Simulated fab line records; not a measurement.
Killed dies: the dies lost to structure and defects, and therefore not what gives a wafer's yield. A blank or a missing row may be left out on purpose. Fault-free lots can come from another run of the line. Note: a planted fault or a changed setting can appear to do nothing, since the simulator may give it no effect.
Split-lot experiment ; flow n5 finfet ; 7 lots, 21 wafers read, on a route of 1938 steps

## THE SPLIT ITSELF
At N5_BEOL_M2_TRENCH_ETCH_37 (etches SiOC in C4F6/O2, target depth 55.555 nm, time 29.2 s), the setting time s was moved away from the recipe's 29.2 s on 5 of the 21 wafers read, by -12.7% to +10.4%. All remaining wafers had this setting at the recipe value.

## FROM THE SPLIT TO THE READING: what the file shows between them, 11 steps
- N5_BEOL_M2_ETCH_41: etches SiCN in CH3F/O2, target depth 29.9 nm, time 52.5 s
- N5_BEOL_M2_STRIP_97: strips in N2/H2, time 10 s
- N5_BEOL_M2_OCD_MEAS_38
- N5_BEOL_M2_HM_STRIP_39: strips TiN in peroxide tin strip, target depth 25 nm, time 158 s
- N5_BEOL_M2_SRD_40: time 30 s
- N5_BEOL_M2_ECD_50: material Cu, target thk 300 nm
- N5_BEOL_M2_ANNEAL_51: time 90 s
- N5_BEOL_M2_CMP_52: polishes, stops on SiOC, t overpolish 6.8 s, target thk 40 nm
- N5_BEOL_M2_PRE_CLEAN_60: time 15 s
- N5_BEOL_M2_PRE_CLEAN_56: time 15 s
- N5_BEOL_M2_DEP_57: deposits SiCN from 3MS/NH3, target thk 8 nm, time 14 s

## THE READING
Measured at N5_BEOL_M2_RS_MEAS_58 by four-point probe: M2_RS, in ohm/sq. On this fab line, fault-free wafers typically give 0.64 ohm/sq with a standard deviation of 0.031 ohm/sq.

wafer;tool, chamber at the split;time s as run, s;against the recipe;M2_RS, ohm/sq;against lot-mates on the recipe
L075.2;rie diel-03, 3;29.2;recipe;0.62;-
L075.3;rie diel-03, 1;29.2;recipe;0.61;-
L075.6;rie diel-03, 2;27.3;-6.5%;0.68;+0.07
L076.3;rie diel-01, 3;29.2;recipe;0.58;-
L076.4;rie diel-01, 0;29.2;recipe;0.58;-
L076.5;rie diel-01, 3;29.2;recipe;0.59;-
L081.2;rie diel-03, 1;25.5;-12.7%;0.73;+0.08
L081.5;rie diel-03, 3;29.2;recipe;0.65;-
L081.6;rie diel-03, 1;25.5;-12.7%;0.76;+0.11
L080.2;rie diel-01, 2;29.2;recipe;0.63;-
L080.5;rie diel-01, 0;29.2;recipe;0.61;-
L080.6;rie diel-01, 3;29.2;recipe;0.63;-
L084.3;rie diel-05, 1;29.2;recipe;0.64;-
L084.5;rie diel-05, 1;29.2;recipe;0.64;-
L084.6;rie diel-05, 2;29.2;recipe;0.66;-
L085.2;rie diel-03, 1;32.23;+10.4%;0.53;-0.10
L085.3;rie diel-03, 3;29.2;recipe;0.63;-
L085.5;rie diel-03, 2;32.23;+10.4%;0.51;-0.12
L093.1;rie diel-03, 1;29.2;recipe;0.61;-
L093.3;rie diel-03, 3;29.2;recipe;0.65;-
L093.5;rie diel-03, 3;29.2;recipe;0.62;-

THE FIT
A straight line over all 21 wafers: M2_RS changes by -0.0097 ohm/sq for each +1% of time s; r = -0.92; the points scatter about the line by 0.022 ohm/sq.
The same after taking each lot's own level away (the mean of its wafers on the recipe; 21 wafers): -0.00889 ohm/sq for each +1%; r = -0.97; scatter 0.013 ohm/sq.
Per that fit: largest time s move, reading shift of 0.11 ohm/sq.
From 0.583 to 0.650 ohm/sq: that is the span of the lots' own levels, equal to 2.2 times the standard deviation above.
The two slopes are in agreement: the lot-to-lot level therefore moves the slope only a little.
Check: +0.123 ohm/sq against its lot-mates is what the line predicts for one of the wafers moved furthest among these (-12.7%) when that wafer is left out of the fit. It came out at +0.08 ohm/sq against them.

## OTHER SPLITS ON THESE WAFERS
Other splits were also applied to these wafers ahead of the reading. Each is held against what the fit with the lots' levels taken away leaves over:
other split on the same wafers;wafers away from the commonest value;r with M2_RS (lot level and that fit taken away)
N5_BEOL_M0_SAQP_HM_DEP_111 time s;5;-0.03
N5_BEOL_M0_ETCH_109 bias w;7;+0.28
N5_BEOL_M1_COAT_05 spin rpm;4;-0.01
N5_BEOL_M1_ETCH_64 time s;6;+0.04
N5_BEOL_M2_ETCH_69 bias w;7;-0.09

## THE WHOLE CHAIN: every reading that the file lists as answering this split, in the file's order
step;what it does;reading;change (the file's fit);r (the file's)
N5_BEOL_M2_TRENCH_ETCH_37;etches SiOC in C4F6/O2, target depth 55.555 nm, time 29.2 s;BEOL_M2.feature depth nm (the simulator's own value, which no gauge read);+0.533 nm for each +1% of the setting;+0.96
N5_BEOL_M2_TRENCH_ETCH_37;etches SiOC in C4F6/O2, target depth 55.555 nm, time 29.2 s;etch.depth nm (the simulator's own value, which no gauge read);+0.533 nm for each +1% of the setting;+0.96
N5_BEOL_M2_OCD_MEAS_38;;trench depth nm;+0.553 nm for each +1% of the setting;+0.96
N5_BEOL_M2_CMP_52;polishes, stops on SiOC, t overpolish 6.8 s, target thk 40 nm;Cu_of_BEOL_M2_ECD_50.thk nm (the simulator's own value, which no gauge read);+0.468 nm for each +1% of the setting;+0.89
N5_BEOL_M2_RS_MEAS_58;measures by four-point-probe;M2_RS;-0.00908 for each +1% of the setting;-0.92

## FILE'S OWN FIT
M2_RS changes by -0.00908 ohm/sq for each +1% of time s, r = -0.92.
